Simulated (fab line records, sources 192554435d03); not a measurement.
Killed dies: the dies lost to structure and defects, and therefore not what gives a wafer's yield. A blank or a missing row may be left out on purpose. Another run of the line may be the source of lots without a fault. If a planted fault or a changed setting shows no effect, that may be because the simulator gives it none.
Lot-split experiment + flow n5-finfet + on a route of 1938 steps: 7 lots, 21 wafers read

== ON THE SPLIT ==
At N5_SDB_COAT_05 (resist thk 90 nm), the setting spin-rpm was moved away from the recipe's 1500 rpm on 6 of the 21 wafers read, by -10.7% to +9.7%. The other wafers ran this setting at the recipe's value.

== FROM THE SPLIT TO THE READING: what the file shows between them, 2 steps ==
- N5_SDB_EXPOSE_08: exposes mask SDB (also split here: dose-mj)
- N5_SDB_PEB_09: peb time 60 s

== THE READING ==
CAR-ArF_of_SDB_COAT_05.thk-nm (the simulator's own value, which no gauge read), in nm, at N5_SDB_DEVELOP_10 (develop time 30 s). No usual value for it is given in the file. Average 88.3 nm, standard deviation 0.3 nm, over the 15 wafers here run with the recipe.

| wafer  | tool, chamber at the split | spin-rpm as run, rpm | against the recipe | CAR-ArF_of_SDB_COAT_05.thk-nm, nm | against lot-mates on the recipe |
|--------|----------------------------|----------------------|--------------------|-----------------------------------|---------------------------------|
| L078.1 | litho-track-04, 0          | 1500                 | recipe             | 88                                | -                               |
| L078.3 | litho-track-04, 0          | 1422                 | -5.2%              | 90.4                              | +2.3                            |
| L078.5 | litho-track-04, 0          | 1500                 | recipe             | 88.2                              | -                               |
| L079.2 | litho-track-04, 0          | 1500                 | recipe             | 88.2                              | -                               |
| L079.5 | litho-track-04, 0          | 1500                 | recipe             | 88.6                              | -                               |
| L079.6 | litho-track-04, 0          | 1340                 | -10.7%             | 93.2                              | +4.8                            |
| L081.3 | litho-track-01, 0          | 1500                 | recipe             | 88.6                              | -                               |
| L081.4 | litho-track-01, 0          | 1500                 | recipe             | 88.8                              | -                               |
| L081.6 | litho-track-01, 0          | 1645                 | +9.7%              | 84.2                              | -4.5                            |
| L083.1 | litho-track-04, 0          | 1615                 | +7.7%              | 85.2                              | -3.3                            |
| L083.2 | litho-track-04, 0          | 1500                 | recipe             | 88.4                              | -                               |
| L083.4 | litho-track-04, 0          | 1500                 | recipe             | 88.6                              | -                               |
| L086.2 | litho-track-02, 0          | 1500                 | recipe             | 88.4                              | -                               |
| L086.4 | litho-track-02, 0          | 1400                 | -6.7%              | 91.4                              | +3.0                            |
| L086.6 | litho-track-02, 0          | 1400                 | -6.7%              | 91.4                              | +3.0                            |
| L089.2 | litho-track-02, 0          | 1500                 | recipe             | 88                                | -                               |
| L089.4 | litho-track-02, 0          | 1500                 | recipe             | 88                                | -                               |
| L089.5 | litho-track-02, 0          | 1500                 | recipe             | 87.8                              | -                               |
| L091.1 | litho-track-02, 0          | 1500                 | recipe             | 88.2                              | -                               |
| L091.2 | litho-track-02, 0          | 1500                 | recipe             | 88.4                              | -                               |
| L091.4 | litho-track-02, 0          | 1500                 | recipe             | 87.8                              | -                               |

FIT RESULTS
A straight line over all 21 wafers: CAR-ArF_of_SDB_COAT_05.thk-nm changes by -0.439 nm for each +1% of spin-rpm; r = -0.99; the points scatter about the line by 0.29 nm.
The same after taking each lot's own level away (the mean of its wafers on the recipe; 21 wafers): -0.45 nm for each +1%; r = -1.00; scatter 0.15 nm.
Per that fit: largest spin-rpm move, reading shift of 4.8 nm.
The lots' own levels span 87.93 to 88.70 nm, that is 2.6 times the standard deviation above.
Consequently the slope shifts little with the lot-to-lot level, the two slopes agreeing.
Check: with one of the wafers moved furthest among these (-10.7%) left out of the fit, the line predicts +4.8 nm for it against its lot-mates. It came out at +4.8 nm against them.

== OTHER SPLITS ON THESE WAFERS ==
Before the reading, these wafers also passed through other splits. Each is held against what the fit with the lots' levels taken away leaves over:
| other split on the same wafers | wafers away from the commonest value | r with CAR-ArF_of_SDB_COAT_05.thk-nm (lot level and that fit taken away) |
|--------------------------------|--------------------------------------|--------------------------------------------------------------------------|
| N5_WELL_APT_COAT_02 spin-rpm   | 3                                    | +0.37                                                                    |
| N5_FIN_SAQP_PECVD_06 time-s    | 6                                    | -0.22                                                                    |
| N5_FIN_SAQP_PEB_14 peb-time-s  | 4                                    | +0.03                                                                    |
| N5_FIN_CUT_COAT_19 spin-rpm    | 6                                    | -0.13                                                                    |
| N5_FIN_CUT_EXPOSE_05 dose-mj   | 7                                    | +0.08                                                                    |
| N5_DUMMY_GATE_COAT_28 spin-rpm | 4                                    | +0.08                                                                    |
| N5_SDB_EXPOSE_08 dose-mj       | 6                                    | +0.38                                                                    |

== THE WHOLE CHAIN: every reading that the file lists as answering this split, in the file's order ==
| step              | what it does      | reading                                                                        | change (the file's fit)               | r (the file's) |
|-------------------|-------------------|--------------------------------------------------------------------------------|---------------------------------------|----------------|
| N5_SDB_COAT_05    | resist thk 90 nm  | CAR-ArF_of_SDB_COAT_05.thk-nm (the simulator's own value, which no gauge read) | -0.461 nm for each +1% of the setting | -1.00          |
| N5_SDB_DEVELOP_10 | develop time 30 s | CAR-ArF_of_SDB_COAT_05.thk-nm (the simulator's own value, which no gauge read) | -0.45 nm for each +1% of the setting  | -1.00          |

== FILE'S OWN FIT ==
CAR-ArF_of_SDB_COAT_05.thk-nm changes by -0.45 nm for each +1% of spin-rpm, r = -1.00.
